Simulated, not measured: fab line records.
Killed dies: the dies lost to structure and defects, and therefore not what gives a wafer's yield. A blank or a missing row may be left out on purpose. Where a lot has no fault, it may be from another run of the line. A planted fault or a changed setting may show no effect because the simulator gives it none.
A lot that was struck, set against a sound lot / flow n5 finfet / 15 steps out of a route of 1938
Sound: wafers L441.2, L441.3, L441.6. Struck: wafer L446.3 (left out: L446.4, L446.6 of the same lot, which were not struck); the cause appears at the end.
Each step with rows lists, per side, the tool, then ch with its chambers, then its first start. Under that, the readings that differ: sound wafers / struck wafers / difference of the means / sigmas: that difference in standard deviations of wafers without a fault.
alike: same words and numbers on both sides, and readings whose means sit less than 2 such deviations apart. not compared: any withheld reading, any reading some wafer has no value for, any bound like >300 that may hide the same value, and any number with overlapping values for which the record gives no deviation.
The two part at a step that has a row with sigmas, a row that says differs or no value, or rows on one side only. Non-overlapping numbers with no deviation appear without sigmas and do not part them. Lack of a reading on every wafer of one side parts them only where that side has two or more wafers.

first, 2 steps without rows for these wafers: N5_BEOL_M11_VIA_ETCH_34 (etches SiCOH lowk in C4F6/O2, target depth 184.5 nm, time 69.2 s); N5_BEOL_M11_STRIP_73 (strips in C4F6/O2).
N5_BEOL_M11_STRIP_36: strips in N2/H2.
  sound on rie diel-01 ch 0,1,2, day 11 09:34; struck on rie diel-02 ch 0, day 12 18:10
  alike: drypump motor current A, oes product au, rf vpp V, showerhead plenum p Torr, throttle valve pct
  not compared: rf hours counter h
N5_BEOL_M11_TRENCH_ETCH_37: etches SiCOH lowk in C4F6/O2, target depth 148.83 nm, time 48 s.
  sound on rie diel-01 ch 0,1,2; struck on rie diel-02 ch 0
  alike: drypump motor current A, oes_o_777_au, oes product au, rf vpp V, showerhead plenum p Torr, throttle valve pct
  not compared: rf hours counter h
N5_BEOL_M11_ETCH_41: etches SiCN in CH3F/O2, target depth 42.6 nm, time 86 s.
  sound on rie diel-01 ch 0,1,2; struck on rie diel-02 ch 0
  alike: CH3F_flow_sccm, drypump motor current A, oes product au, rf vpp V, showerhead plenum p Torr, throttle valve pct
  not compared: rf hours counter h
N5_BEOL_M11_STRIP_77: strips in N2/H2, time 10 s.
  sound on rie diel-01 ch 0,1,2; struck on rie diel-02 ch 0
  alike: drypump motor current A, oes product au, rf vpp V, showerhead plenum p Torr, throttle valve pct
  not compared: rf hours counter h
N5_BEOL_M11_OCD_MEAS_38:
  sound on ocd-02, day 11 09:47; struck on ocd-01, day 12 18:23
  alike: trench depth nm
then, 4 steps without rows for these wafers: N5_BEOL_M11_HM_STRIP_39 (strips TiN in peroxide tin strip, target depth 25 nm, time 158 s); N5_BEOL_M11_SRD_40 (time 30 s); N5_BEOL_M11_PRECLEAN_42 (cleans in residue remover, time 60 s); N5_BEOL_M11_SRD_43 (time 30 s).
N5_BEOL_M11_CD_MEAS_35: the cd target is 70 nm.
  sound on cd sem-01, day 11 09:57; struck on cd sem-03, day 12 18:32
  alike: cd nm
N5_BEOL_M11_CURE_72: cures SiCOH lowk, time 120 s.
  sound on uv cure-02 ch 0, day 11 10:02; struck on uv cure-01 ch 0, day 12 19:21
reading=lamp power pct (%); sound=52.31 52.34 52.38; struck=51.96; difference=-0.38; sigmas=-6
reading=run length s (s); sound=177.3 177.3 177.6; struck=172.5; difference=-4.9; sigmas=-4
  alike: wafer_temp_C_max
N5_BEOL_M11_DEGAS_44: time 60 s.
  sound on pvd sputter-02, day 11 10:54; struck on pvd sputter-01, day 12 19:49
  alike: heater power w
then, 1 step without rows for these wafers: N5_PASSIVATION_PROBE_49.

== WHERE THEY PART ==
Only at N5_BEOL_M11_CURE_72, as far as this record shows. Later steps at which nothing parts them and some readings are alike: N5_BEOL_M11_DEGAS_44.

WHY: the cause the simulator had injected
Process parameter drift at N5_BEOL_M11_CURE_72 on uv cure-01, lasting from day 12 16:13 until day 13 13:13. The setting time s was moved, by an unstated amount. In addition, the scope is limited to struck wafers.
